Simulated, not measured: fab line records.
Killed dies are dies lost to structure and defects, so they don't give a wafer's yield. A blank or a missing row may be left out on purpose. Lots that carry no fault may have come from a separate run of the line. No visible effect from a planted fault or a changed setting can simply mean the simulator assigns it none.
What tool caused it? ; flow nand_harc ; 14 lots (42 wafers sampled), 1 step of a 1302-step route

== WHAT EACH GAUGE READ, for each wafer ==
NHARC_P_GATE_INSPECT_68.
lot;measured;on;raw_defect_count
L253;day 6 00:12;defect_inspect-01;186 144 133
L254;day 6 06:58;defect_inspect-01;241 153 123
L255;day 6 17:16;defect_inspect-01;250 160 189
L256;day 7 06:19;defect_inspect-02;309 225 150
L258;day 8 02:35;defect_inspect-02;240 189 241
L259;day 8 08:13;defect_inspect-02;250 162 262
L260;day 8 13:16;defect_inspect-02;131 177 236
L261;day 9 00:53;defect_inspect-02;174 159 177
L262;day 9 15:50;defect_inspect-02;180 306 189
L267;day 11 19:17;defect_inspect-02;182 190 252
L272;day 13 23:12;defect_inspect-01;88 168 191
L273;day 14 08:30;defect_inspect-01;184 177 222
L274;day 14 17:35;defect_inspect-02;203 225 235
L276;day 15 07:37;defect_inspect-02;129 136 218

== WHICH TOOL RAN EACH LOT (tool, then ch and the chambers of the sampled wafers, then the start) ==
The record shows no process step preceding these readings.

== AS READ BY THE TOOLS THEMSELVES (means over the sampled wafers that have a number; for cases with no such wafer, the mark the record gives instead) ==
The record holds no such reading with a usual standard deviation.

== THE ANSWER, worked out from the rows above alone ==
Rule: the usual values come from the lots themselves. The widest of any qualifying gaps counts: lots, ordered by their means at a reading, are off when they make up no more than a third of the lots, leave a main group of 4 or more, and stand apart from it by 3 or more times the standard deviation of that group's means. A main group whose means are all the same, to the digits that the tables above print for the reading, isn't used. A lot without any number at a reading at which 4 lots or more have one is off too. Any other lot the step has rows for is counted as sound. The gauges are gone through in route order, then the tools' own readings, and for those a lot's mean is taken as printed above. At the first step where some lot is off, the reading lying furthest off is the one used; lots without a number count as furthest.
None of the lots is off at any reading shown; this tells nothing.

== WHAT WAS PUT IN BY THE SIMULATOR ==
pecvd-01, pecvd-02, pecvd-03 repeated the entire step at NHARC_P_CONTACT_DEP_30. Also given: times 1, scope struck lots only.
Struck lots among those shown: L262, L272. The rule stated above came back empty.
